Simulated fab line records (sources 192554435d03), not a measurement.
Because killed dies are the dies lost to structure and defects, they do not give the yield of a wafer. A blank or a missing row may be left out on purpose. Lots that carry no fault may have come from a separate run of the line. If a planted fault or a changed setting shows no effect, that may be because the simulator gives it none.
Comparing a struck lot with a sound one | flow n5Finfet | 15 steps out of a route of 1938
Sound: the wafers L327.1, L327.3, L327.6. Struck: wafer L328.3 (left out: L328.2, a lot-mate that was not struck); the cause follows at the end.
Order at every step that has rows: each side's tool, ch and its chambers, its first start. Under that, the readings that differ: sound wafers | struck wafers | difference of the means | sigmas: that difference in standard deviations of wafers without a fault.
alike: readings with means less than 2 such deviations apart, plus words and numbers identical on both sides. not compared: withheld readings, readings lacking a value on some wafer, bounds such as >300 that could conceal the same value, and numbers that have no deviation in the record and whose values overlap.
The two part at a step that has a row with sigmas, a row that says differs or no value, or rows on one side only. Numbers that have no deviation but don't overlap get no sigmas and don't part them. A reading missing from all wafers of one side parts the sides only when that side holds two or more wafers.

N5_BEOL_M11_STRIP_77: strips in N2/H2, time 10 s.
  sound on rieDiel-06 ch 0,1,3; struck on rieDiel-02 ch 3
  alike: drypumpMotorCurrentA, oesProductAu, rfVppV, showerheadPlenumPTorr, throttleValvePct
  not compared: rfHoursCounterH
N5_BEOL_M11_OCD_MEAS_38:
  sound on ocd-02 at day 12 05:25; struck on ocd-02 at day 12 22:04
  alike: trenchDepthNm
then, 4 steps without rows for these wafers: N5_BEOL_M11_HM_STRIP_39 (strips TiN in peroxide tin strip, target depth 25 nm, time 158 s); N5_BEOL_M11_SRD_40 (time 30 s); N5_BEOL_M11_PRECLEAN_42 (cleans in residue remover, time 60 s); N5_BEOL_M11_SRD_43 (time 30 s).
N5_BEOL_M11_CD_MEAS_35 targets a cd of 70 nm.
  sound on cdSem-01 at day 12 05:34; struck on cdSem-02 at day 12 22:13
  alike: cdNm
then, 1 step without rows for these wafers: N5_BEOL_M11_CURE_72 (cures SiCOH lowk, time 120 s).
N5_BEOL_M11_DEGAS_44: time 60 s.
  sound on pvdSputter-02 at day 12 07:09; struck on pvdSputter-02 at day 12 22:47
  alike: heaterPowerW, susceptorTempC
then, 1 step without rows for these wafers: N5_BEOL_M11_PRE_CLEAN_45 (time 30 s).
N5_BEOL_M11_ALD_74: deposits TaN, target thk 2 nm, pulse time 2 s, purge time 3 s.
  sound on aldMetal-01 ch 1,3, day 12 07:15; struck on aldMetal-01 ch 2, day 12 23:02
  alike: chamberPressureTorr, heaterPowerOuterW, heaterPowerW, susceptorTempC
N5_BEOL_M11_SURFACE_TREAT_76:
  sound on pvdSputter-03 at day 12 07:35; struck on pvdSputter-03 at day 12 23:30
  not compared: pressureMtorr, throttleValvePct
N5_BEOL_M11_CVD_75: deposits Co from CCTBA/H2, target thk 2 nm, time 138.9 s.
  sound on cvdCo-01 ch 1,2, day 12 07:44; struck on cvdCo-01 ch 2, day 12 23:34
reading        | sound             | struck | difference | sigmas
runLengthS (s) | 162.4 161.3 162.4 | 164.6  | +2.6       | +6
  alike: chamberPressureTorr
N5_BEOL_M11_SPUTTER_48: material Cu, target thk 12 nm, time 2 s.
  sound on pvdSputter-01 at day 12 07:51; struck on pvdSputter-03 at day 12 23:42
  alike: susceptorTempC, throttleValvePct
N5_PASSIVATION_PROBE_49:
  only the struck wafers here have rows in the record (prober-02, day 14 15:56); the sound ones have none

WHERE THEY PART
Earliest at N5_BEOL_M11_CVD_75; latest, in this record, at N5_PASSIVATION_PROBE_49.

WHY: whatever the simulator had introduced
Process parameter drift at N5_BEOL_M11_CVD_75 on cvdCo-01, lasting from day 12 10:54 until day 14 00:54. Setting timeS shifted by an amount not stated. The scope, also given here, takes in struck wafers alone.
